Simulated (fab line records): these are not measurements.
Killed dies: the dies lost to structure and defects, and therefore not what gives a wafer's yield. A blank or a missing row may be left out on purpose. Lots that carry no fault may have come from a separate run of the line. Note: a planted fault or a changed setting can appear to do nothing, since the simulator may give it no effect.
The tool behind it: which one? || flow n5 finfet || 12 lots, 36 wafers sampled, at 2 steps of a route of 1938

== WHAT THE GAUGES READ, wafer by wafer ==
N5_BEOL_M11_CD_MEAS_18: pitch 140 nm, target cd 70 nm.
{"lot": "L075", "measured": "day 10 14:46", "on": "cd sem-03", "cd nm (nm)": "70.8 70.0 70.8"}
{"lot": "L080", "measured": "day 11 22:10", "on": "cd sem-02", "cd nm (nm)": "69.6 69.8 69.7"}
{"lot": "L078", "measured": "day 12 02:51", "on": "cd sem-01", "cd nm (nm)": "69.8 70.5 70.7"}
{"lot": "L083", "measured": "day 12 08:02", "on": "cd sem-02", "cd nm (nm)": "71.1 69.9 71.4"}
{"lot": "L081", "measured": "day 12 16:59", "on": "cd sem-02", "cd nm (nm)": "71.0 70.9 69.4"}
{"lot": "L085", "measured": "day 13 18:41", "on": "cd sem-01", "cd nm (nm)": "70.1 70.0 69.8"}
{"lot": "L088", "measured": "day 14 02:50", "on": "cd sem-02", "cd nm (nm)": "70.1 70.5 70.2"}
{"lot": "L089", "measured": "day 14 20:15", "on": "cd sem-02", "cd nm (nm)": "71.2 71.1 70.3"}
{"lot": "L091", "measured": "day 15 04:26", "on": "cd sem-03", "cd nm (nm)": "69.5 69.1 69.1"}
{"lot": "L093", "measured": "day 15 10:48", "on": "cd sem-02", "cd nm (nm)": "69.3 68.9 68.9"}
{"lot": "L095", "measured": "day 16 04:31", "on": "cd sem-03", "cd nm (nm)": "71.1 69.7 69.9"}
{"lot": "L097", "measured": "day 16 19:35", "on": "cd sem-01", "cd nm (nm)": "68.2 69.7 69.5"}

== WHAT TOOL EACH LOT RAN ON (gives the tool, then ch and the chambers of the sampled wafers, and finally the start) ==
{"lot": "L075", "N5_BEOL_M11_CURE_71": "uv cure-01 ch 0, day 10 11:50"}
{"lot": "L080", "N5_BEOL_M11_CURE_71": "uv cure-01 ch 2, day 11 18:27"}
{"lot": "L078", "N5_BEOL_M11_CURE_71": "uv cure-02 ch 2, day 12 00:04"}
{"lot": "L083", "N5_BEOL_M11_CURE_71": "uv cure-01 ch 0, day 12 04:05"}
{"lot": "L081", "N5_BEOL_M11_CURE_71": "uv cure-02 ch 0, day 12 13:26"}
{"lot": "L085", "N5_BEOL_M11_CURE_71": "uv cure-03 ch 0, day 13 14:20"}
{"lot": "L088", "N5_BEOL_M11_CURE_71": "uv cure-01 ch 1, day 13 23:55"}
{"lot": "L089", "N5_BEOL_M11_CURE_71": "uv cure-01 ch 1, day 14 17:51"}
{"lot": "L091", "N5_BEOL_M11_CURE_71": "uv cure-01 ch 2, day 14 23:43"}
{"lot": "L093", "N5_BEOL_M11_CURE_71": "uv cure-02 ch 2, day 15 07:51"}
{"lot": "L095", "N5_BEOL_M11_CURE_71": "uv cure-03 ch 2, day 16 01:29"}
{"lot": "L097", "N5_BEOL_M11_CURE_71": "uv cure-03 ch 1, day 16 16:08"}
- N5_BEOL_M11_CURE_71: cures SiCOH lowk, time 240 s.

== THE ANSWER, worked out from the rows above alone ==
Rule: the usual values come from the lots themselves. Put in order of their means at a reading, lots are off if they are a third of the lots or fewer, leave a main group of 4 or more, and stand apart from it by a gap of 3 or more times the standard deviation of the main group's means; of several such gaps the widest counts. If all means in a main group match to the digits the tables above print for the reading, that group is not used. Also off: a lot with no number at a reading for which 4 or more lots have one. Any other lot the step has rows for is counted as sound.
Across all readings shown, no lot is off: no conclusion can be drawn from this.

== WHAT THE SIMULATOR HAD INSERTED ==
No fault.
